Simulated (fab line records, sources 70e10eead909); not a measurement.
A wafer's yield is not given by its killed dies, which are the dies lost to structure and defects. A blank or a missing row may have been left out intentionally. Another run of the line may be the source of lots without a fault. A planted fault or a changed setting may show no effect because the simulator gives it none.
Matching of chambers / flow nandHarc / 4 sister chambers for NHARC_A_STAIRCASE_ALD_420 on aldHk-04
The step deposits SiO2, target thk 20 nm, pulse time 6 s, ald cycles 200. 4 wafers are shown with their chamber, then 7 later ones without.

## WAFERS PAIRED WITH THEIR CHAMBERS
wafer=L083.5; chamber=0; heaterPowerW (W)=437
wafer=L087.4; chamber=2; heaterPowerW (W)=426
wafer=L088.1; chamber=1; heaterPowerW (W)=493
wafer=L088.3; chamber=3; heaterPowerW (W)=451

## WAFERS MISSING THEIR CHAMBER
wafer=L088.5; heaterPowerW (W)=456
wafer=L096.3; heaterPowerW (W)=419
wafer=L096.5; heaterPowerW (W)=458
wafer=L096.6; heaterPowerW (W)=519
wafer=L097.1; heaterPowerW (W)=445
wafer=L097.5; heaterPowerW (W)=453
wafer=L097.6; heaterPowerW (W)=509

## CHAMBER TAKEN BY EACH
wafer=L088.5; from the rows above=can't be placed: 3 or 0 or 2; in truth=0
wafer=L096.3; from the rows above=can't be placed: 2 or 0 or 3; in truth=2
wafer=L096.5; from the rows above=can't be placed: 3 or 0 or 2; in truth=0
wafer=L096.6; from the rows above=1; in truth=1
wafer=L097.1; from the rows above=can't be placed: 3 or 0 or 2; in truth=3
wafer=L097.5; from the rows above=can't be placed: 3 or 0 or 2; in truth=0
wafer=L097.6; from the rows above=1; in truth=1
Correctly placed: 2 of 7. Not placeable from these rows: 5 (in 5, the candidates include the true chamber). Placed wrongly: 0.
How it was worked out, from the rows above alone: a wafer's distance from a chamber is the root of the sum, over the readings, of the square of ((its reading less the chamber's mean) divided by the reading's scatter). The wafer belongs to the nearest chamber; if the next one is less than 2 further off, it can't be placed. The mean given for a chamber averages the wafers shown for that chamber. The scatter (one wafer shown for each chamber): square how far every hidden wafer sits from the nearest shown wafer, average those squares and take the square root.
